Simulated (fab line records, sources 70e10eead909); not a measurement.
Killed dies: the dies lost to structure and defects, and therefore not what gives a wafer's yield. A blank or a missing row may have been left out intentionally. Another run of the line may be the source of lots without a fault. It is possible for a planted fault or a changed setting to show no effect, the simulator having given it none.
Matching of chambers	flow nand-harc	NHARC_P_CONTACT_ETCH_35 on rie-diel-05: 4 sister chambers
The step etches the open film in CF4, target depth 39 nm, time 65 s. 8 wafers are shown with their chamber, then 7 later ones without.

WAFERS WITH THEIR CHAMBER
wafer	chamber	drypump-motor-current-A (A)	rf-vpp-V (V)
L081.3	0	5.2	151.0
L083.6	1	5.7	153.2
L084.4	1	5.7	151.5
L089.1	2	5.9	151.6
L089.2	3	5.1	150.1
L089.6	3	5.1	148.9
L090.2	0	5.3	152.5
L090.4	2	5.9	150.8

WAFERS WITHOUT THEIR CHAMBER
wafer	drypump-motor-current-A (A)	rf-vpp-V (V)
L090.6	5.1	150.7
L093.2	5.1	149.0
L093.3	6.0	151.5
L093.5	5.3	152.7
L097.2	5.2	151.7
L097.4	5.9	151.1
L097.6	5.2	152.9

THE CHAMBER EACH PASSED THROUGH
wafer	from the rows above	in truth
L090.6	3	3
L093.2	3	3
L093.3	2	2
L093.5	0	0
L097.2	0	0
L097.4	2	2
L097.6	0	0
Correctly placed: 7 of 7. Left unplaced by these rows: 0. Number placed wrongly: 0.
How it was worked out, from the rows above alone: a wafer's distance from a chamber is the root of the sum, over the readings, of the square of ((its reading less the chamber's mean) divided by the reading's scatter). If the next closest chamber is less than 2 further off than the closest, the wafer can't be placed; otherwise it belongs to the closest. Each chamber's mean is taken over the wafers shown for it. How the scatter is found: for the shown wafers, subtract from each reading the mean of its chamber, square and add these, divide the total by (wafers less chambers), then take the root.
